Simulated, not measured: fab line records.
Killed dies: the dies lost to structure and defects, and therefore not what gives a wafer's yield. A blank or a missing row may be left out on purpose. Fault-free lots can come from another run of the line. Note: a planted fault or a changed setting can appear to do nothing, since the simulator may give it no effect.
Comparing a struck lot with a sound one | flow n5 finfet | 44 out of 1938 route steps
Sound: these wafers, L251.2, L251.3, L251.4. Struck: wafer L258.3. (L258.1, L258.5 of the same lot were not struck and are left out.) The cause comes at the end.
Order at every step that has rows: each side's tool, ch and its chambers, its first start. Under that, the readings that differ: sound wafers | struck wafers | difference of the means | sigmas: that difference in standard deviations of wafers without a fault.
alike: readings whose means differ by less than 2 such deviations, and words and numbers that are the same on both sides. not compared: withheld readings, readings that some wafer has no value for, bounds like >300 that may hide the same value, and numbers for which the record gives no deviation and whose values overlap.
Wherever a step has rows on one side only, a row that says differs or no value, or a row with sigmas, the two part there. Numbers that don't overlap but have no deviation are shown without sigmas and don't part them. A reading missing from all wafers of one side parts the sides only when that side holds two or more wafers.

first, 3 steps without rows for these wafers: N5_BEOL_M2_ANNEAL_95 (time 240 s); N5_BEOL_M2_SPUTTER_96 (material Cu, target thk 4.5 nm, time 8.29 s); N5_BEOL_M2_ECD_50 (material Cu, target thk 300 nm).
N5_BEOL_M2_ANNEAL_51: time 90 s.
  sound on rtp anneal-01 ch 0, day 7 15:18; struck on rtp anneal-01 ch 0, day 9 14:41
  alike: wafer_temp_C_max
then, 1 step without rows for these wafers: N5_BEOL_M2_CMP_52 (polishes, stops on SiOC, t overpolish 6.8 s, target thk 40 nm).
N5_BEOL_M2_THK_MEAS_53: measures by xrf.
  sound on film metro-01 at day 7 15:50; struck on film metro-01 at day 9 15:16
  alike: M2_THK
then, 3 steps without rows for these wafers: N5_BEOL_M2_PRE_CLEAN_60 (time 15 s); N5_BEOL_M2_CO_CAP_55 (material Co, precursor CCTBA/H2, target thk 2 nm, time 102.1 s); N5_BEOL_M2_PRE_CLEAN_56 (time 15 s).
N5_BEOL_M2_DEP_57: deposits SiCN from 3MS/NH3, target thk 8 nm, time 14 s.
  sound on pecvd-04 ch 1,2, day 7 16:03; struck on pecvd-03 ch 0, day 9 15:28
  alike: showerhead plenum p Torr, throttle valve pct
N5_BEOL_M2_RS_MEAS_58: a four-point-probe measurement.
  sound on film metro-01 at day 7 16:08; struck on film metro-01 at day 9 15:32
  alike: M2_RS
N5_BEOL_M2_INSPECT_59: inspects for defects (darkfield).
  sound on defect inspect-02 at day 7 16:10; struck on defect inspect-01 at day 9 15:33
  reading          | sound      | struck | difference | sigmas
  raw defect count | 137 113 83 | 43     | -68        | -3
N5_BEOL_M3_ILD_DEP_00: deposits SiOC from DEMS/O2, target thk 79 nm, time 15.3 s.
  sound on pecvd-01 ch 0,1,2, day 7 16:12; struck on pecvd-01 ch 2, day 9 15:35
  reading                                      | sound        | struck | difference | sigmas
  model.SiOC_of_BEOL_M3_ILD_DEP_00.thk nm (nm) | 78.6 78 78.2 | 49.8   | -28.5      |
  alike: heater power w, showerhead plenum p Torr, throttle valve pct
N5_BEOL_M3_THK_MEAS_01:
  sound on film metro-01 at day 7 16:16; struck on film metro-02 at day 9 15:40
  reading         | sound          | struck | difference | sigmas
  M3_ILD_THK (nm) | 78.6 78.0 78.3 | 49.7   | -28.6      | -26
then, 11 steps without rows for these wafers: N5_BEOL_M3_PECVD_72 (deposits SiO2 from TEOS/O2, target thk 16 nm, time 18 s); N5_BEOL_M3_HM_DEP_02 (deposits TiN, target thk 20 nm); N5_BEOL_M3_COAT_61 (time 60 s, resist thk 60 nm); N5_BEOL_M3_COAT_62 (time 60 s, resist thk 12 nm); N5_BEOL_M3_COAT_73 (time 60 s, resist thk 5 nm); N5_BEOL_M3_COAT_05 (resist thk 30 nm); N5_BEOL_M3_EBR_07; N5_BEOL_M3_SOFTBAKE_06 (time 60 s); N5_BEOL_M3_EXPOSE_08 (exposes mask M3); N5_BEOL_M3_PEB_09 (peb time 60 s); N5_BEOL_M3_DEVELOP_10 (develop time 30 s).
N5_BEOL_M3_CD_MEAS_11: the cd target is 17.05 nm.
  sound on cd sem-02 ch 0, day 7 17:57; struck on cd sem-03 ch 0, day 9 17:53
  alike: cd nm
N5_BEOL_M3_OVL_MEAS_12:
  sound on overlay-02 ch 0, day 7 17:59; struck on overlay-02 ch 0, day 9 17:55
  alike: M3_OVL
N5_BEOL_M3_INSPECT_13: inspects for defects (brightfield).
  sound on defect inspect-01 at day 7 18:02; struck on defect inspect-02 at day 9 17:58
  alike: raw defect count
then, 2 steps without rows for these wafers: N5_BEOL_M3_DESCUM_16 (chemistry O2, time 7 s); N5_BEOL_M3_ETCH_74 (etches underlayer in N2/H2, target depth 6.5 nm, time 5.2 s).
N5_BEOL_M3_ETCH_63: etches SiARC in CF4, target depth 15.6 nm, time 26 s.
  sound on rie diel-03 ch 0,2,3, day 7 18:07; struck on rie diel-03 ch 1, day 9 18:20
  reading                | sound             | struck | difference | sigmas
  rf hours counter h (h) | 131 140 14        | 179    | +84        |
  rf vpp V (V)           | 185.0 183.7 183.9 | 186.8  | +2.6       | +2
  throttle valve pct (%) | 15.35 15.47 15.27 | 16.07  | +0.71      | +2
  alike: drypump motor current A, etch rf on time s, oes product au, showerhead plenum p Torr
then, 3 steps without rows for these wafers: N5_BEOL_M3_ETCH_64 (etches SOC in N2/H2, target depth 75 nm, overetch 15 nm, time 112.5 s); N5_BEOL_M3_STRIP_65 (strips in N2/H2); N5_BEOL_M3_STRIP_75 (strips in N2/H2).
N5_BEOL_M3_STRIP_66: strips in CF4.
  sound on rie diel-03 ch 0,2,3, day 7 18:17; struck on rie diel-03 ch 1, day 9 18:30
  reading                | sound          | struck | difference | sigmas
  rf hours counter h (h) | 131 140 14     | 179    | +84        |
  throttle valve pct (%) | 13.3 13.5 13.2 | 14.1   | +0.8       | +3
  alike: drypump motor current A, oes product au, rf vpp V, showerhead plenum p Torr
then, 1 step without rows for these wafers: N5_BEOL_M3_HM_OPEN_17 (chemistry Cl2/BCl3, target TiN, target depth 20 nm, overetch 6 nm).
N5_BEOL_M3_STRIP_19: strips in O2.
  sound on rie diel-03 ch 0,1,3, day 7 18:26; struck on rie diel-03 ch 2, day 9 18:39
  alike: drypump motor current A, oes product au, rf vpp V, showerhead plenum p Torr, throttle valve pct
  not compared: rf hours counter h
N5_BEOL_M3_CD_MEAS_18: pitch 36 nm, target cd 18 nm.
  sound on cd sem-03 at day 7 18:30; struck on cd sem-02 at day 9 18:43
  alike: cd nm
then, 4 steps without rows for these wafers: N5_BEOL_M3_COAT_67 (time 60 s, resist thk 60 nm); N5_BEOL_M3_COAT_68 (time 60 s, resist thk 12 nm); N5_BEOL_M3_COAT_76 (time 60 s, resist thk 5 nm); N5_BEOL_M3_COAT_22 (resist thk 30 nm).
N5_BEOL_M3_CMP_52: polishes, stops on SiOC, t overpolish 6.8 s, target thk 40 nm.
  sound on cmp-03 ch 0,2,3, day 8 12:07; struck on cmp-04 ch 2, day 10 02:37
  reading                                      | sound          | struck | difference | sigmas
  motor current A (A)                          | 5.5 5.9 5.5    | 7.5    | +1.9       | +4
  model.SiOC_of_BEOL_M3_ILD_DEP_00.thk nm (nm) | 75.6 75 75.2   | 46.8   | -28.5      |
  model.Cu_of_BEOL_M3_ECD_50.thk nm (nm)       | 39.6 39.4 38.8 | 8.6    | -30.7      |
  alike: clearing platen down force psi, clearing platen rpm
N5_BEOL_M4_RC_MEAS_101:
  the record has rows for the sound wafers here (prober-01 ch 0, day 9 01:23) and none for the struck ones

## WHERE THEY PART
First at N5_BEOL_M2_INSPECT_59; last, within this record, at N5_BEOL_M4_RC_MEAS_101.

WHY: what the simulator had put in
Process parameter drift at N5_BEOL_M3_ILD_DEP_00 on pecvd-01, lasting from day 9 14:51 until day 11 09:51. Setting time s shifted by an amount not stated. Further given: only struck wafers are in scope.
